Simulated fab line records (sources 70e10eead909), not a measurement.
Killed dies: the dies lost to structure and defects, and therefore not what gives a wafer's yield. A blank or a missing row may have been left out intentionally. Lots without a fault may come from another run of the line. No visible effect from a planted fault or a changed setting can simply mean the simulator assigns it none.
Chamber matching	flow nandHarc	NHARC_A_SLIT_DESCUM_14 on rieDiel-06 has 4 sister chambers
The step chemistry O2, time 3 s. 4 wafers are shown with their chamber, then 8 later ones without.

== WAFERS WITH THEIR CHAMBER ==
wafer	chamber	drypumpMotorCurrentA (A)
L086.3	2	5.8
L085.5	1	5.2
L085.6	0	4.9
L094.1	3	5.9

== WAFERS WITH NO CHAMBER GIVEN ==
wafer	drypumpMotorCurrentA (A)
L094.3	5.8
L094.4	5.2
L091.1	5.8
L091.5	5.2
L091.6	5.7
L095.1	5.2
L095.2	4.9
L095.3	5.8

== THE CHAMBER EACH PASSED THROUGH ==
wafer	from the rows above	in truth
L094.3	2	2
L094.4	1	1
L091.1	2	2
L091.5	1	1
L091.6	2	2
L095.1	1	1
L095.2	0	0
L095.3	2	2
8 of 8 placed correctly. Not placeable from these rows: 0. 0 placed wrongly.
How it was worked out, from the rows above alone: a wafer's distance from a chamber is the root of the sum, over the readings, of the square of ((its reading less the chamber's mean) divided by the reading's scatter). The wafer belongs to the nearest chamber; if the next one is less than 2 further off, it can't be placed. A chamber's mean is the mean of its shown wafers. The scatter (one wafer shown for each chamber): square how far every hidden wafer sits from the nearest shown wafer, average those squares and take the square root.
